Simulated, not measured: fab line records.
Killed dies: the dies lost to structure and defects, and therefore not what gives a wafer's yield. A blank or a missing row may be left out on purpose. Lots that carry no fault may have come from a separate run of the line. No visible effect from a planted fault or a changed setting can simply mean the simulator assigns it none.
A struck lot beside a sound one + flow n5-finfet + 30 out of 1938 route steps
Sound: these wafers, L928.1, L928.4, L928.5. Struck: wafers L937.1, L937.2, L937.4. The cause is given at the end.
Order at every step that has rows: each side's tool, ch and its chambers, its first start. Under that, the readings that differ: sound wafers + struck wafers + difference of the means + sigmas: that difference in standard deviations of wafers without a fault.
alike: readings with means less than 2 such deviations apart, plus words and numbers identical on both sides. not compared: withheld readings, readings lacking a value on some wafer, bounds such as >300 that could conceal the same value, and numbers that have no deviation in the record and whose values overlap.
A row with sigmas, a row that says differs or no value, or rows on one side alone: a step with any of these is where the two part. Numbers that have no deviation but don't overlap get no sigmas and don't part them. A reading missing from all wafers of one side parts the sides only when that side holds two or more wafers.

first, 11 steps without rows for these wafers: N5_BEOL_M10_PRECLEAN_42 (cleans in residue remover, time 60 s); N5_BEOL_M10_SRD_43 (time 30 s); N5_BEOL_M10_CURE_72 (cures SiCOH lowk, time 120 s); N5_BEOL_M10_DEGAS_44 (time 60 s); N5_BEOL_M10_PRE_CLEAN_45 (time 30 s); N5_BEOL_M10_ALD_74 (deposits TaN, target thk 2 nm, pulse time 2 s, purge time 3 s); N5_BEOL_M10_SURFACE_TREAT_76; N5_BEOL_M10_CVD_75 (deposits Co from CCTBA/H2, target thk 2 nm, time 138.9 s); N5_BEOL_M10_SPUTTER_48 (material Cu, target thk 12 nm, time 2 s); N5_BEOL_M10_ECD_50 (material Cu, target thk 318 nm); N5_BEOL_M10_ANNEAL_51 (time 90 s).
N5_BEOL_M10_CMP_52: polishes, stops on SiCOH lowk, t overpolish 7 s, target thk 140 nm.
  sound on cmp-02 ch 2,3, day 11 00:30; struck on cmp-02 ch 1,2,3, day 12 19:15
  alike: barrier-field-endpoint-s, edge-zone-pressure-frac, head-pressure-psi, motor-current-A, overpolish-run-s, retaining-ring-pressure-frac, time-to-endpoint-s
then, 2 steps without rows for these wafers: N5_BEOL_M10_PRE_CLEAN_55 (time 15 s); N5_BEOL_M10_DEP_56 (deposits SiCN from 3MS/NH3, target thk 15 nm, time 26.5 s).
N5_BEOL_M10_INSPECT_58: inspects for defects (darkfield).
  sound on defect-inspect-02, day 11 00:57; struck on defect-inspect-01, day 12 19:43
| reading          | sound    | struck         | difference | sigmas |
|------------------|----------|----------------|------------|--------|
| raw-defect-count | 32 38 58 | 1118 1007 1150 | +1049      | +44    |
then, 12 steps without rows for these wafers: N5_BEOL_M11_ILD_DEP_00 (deposits SiCOH lowk from DEMS/porogen, target thk 308.51 nm, time 58 s); N5_BEOL_M11_CURE_71 (cures SiCOH lowk, time 240 s); N5_BEOL_M11_PECVD_70 (deposits SiO2 from TEOS/O2, target thk 20 nm, time 22.7 s); N5_BEOL_M11_HM_DEP_02 (deposits TiN, target thk 20 nm); N5_BEOL_M11_COAT_59 (time 60 s, resist thk 100 nm); N5_BEOL_M11_COAT_60 (time 60 s, resist thk 30 nm); N5_BEOL_M11_COAT_05 (resist thk 90 nm); N5_BEOL_M11_EBR_07; N5_BEOL_M11_SOFTBAKE_06 (time 60 s); N5_BEOL_M11_EXPOSE_08 (exposes mask M11); N5_BEOL_M11_PEB_09 (peb time 60 s); N5_BEOL_M11_DEVELOP_10 (develop time 30 s).
N5_BEOL_M11_INSPECT_13: inspects for defects (brightfield).
  sound on defect-inspect-01, day 11 03:18; struck on defect-inspect-02, day 12 22:14
| reading          | sound       | struck         | difference | sigmas |
|------------------|-------------|----------------|------------|--------|
| raw-defect-count | 276 393 377 | 1421 1438 1487 | +1100      | +11    |
then, 1 step without rows for these wafers: N5_BEOL_M11_DESCUM_16 (chemistry O2, time 7.9 s).
-- record jumps: 2 days separate the struck wafers' starts on either side; left off in module BEOL_M11, taken up again in module PASSIVATION, whose first shown step is the route's number 1936 --
N5_PASSIVATION_PROBE_49:
  sound on prober-02, day 13 06:48; struck on prober-01, day 14 23:19
| reading                  | sound          | struck         | difference | sigmas      |
|--------------------------|----------------|----------------|------------|-------------|
| defect-limited-yield (%) | 90.5 92.0 93.0 | 39.1 40.7 36.0 | -53.2      | -33         |
| killed_at_M4_up          | 21 20 16       | 668 637 690    | +646       | +99 or more |
| killed-dies              | 112 94 83      | 719 700 755    | +628       | +33         |
| killed-on-rim            | 14 8 10        | 91 91 94       | +81        | +20         |
| sort_bin_5_function (%)  | 5.8 4.6 4.1    | 38.2 38.0 41.3 | +34.3      | +34         |
| sort_bin_6_memory (%)    | 3.2 3.1 2.5    | 17.7 16.9 18.1 | +14.6      | +18         |
| sort-n-pass              | 1068 1086 1097 | 461 480 425    | -628       | -33         |
| sort-yield-pct (%)       | 90.5 92.0 93.0 | 39.1 40.7 36.0 | -53.2      | -33         |
  alike: killed_at_M0_to_M3, killed-at-contacts, killed-at-front-end, killed-at-other, killed-open, killed-short

== WHERE THEY PART ==
At N5_BEOL_M10_INSPECT_58 first; at N5_PASSIVATION_PROBE_49 last (within this record only).

WHY: what had been put in by the simulator
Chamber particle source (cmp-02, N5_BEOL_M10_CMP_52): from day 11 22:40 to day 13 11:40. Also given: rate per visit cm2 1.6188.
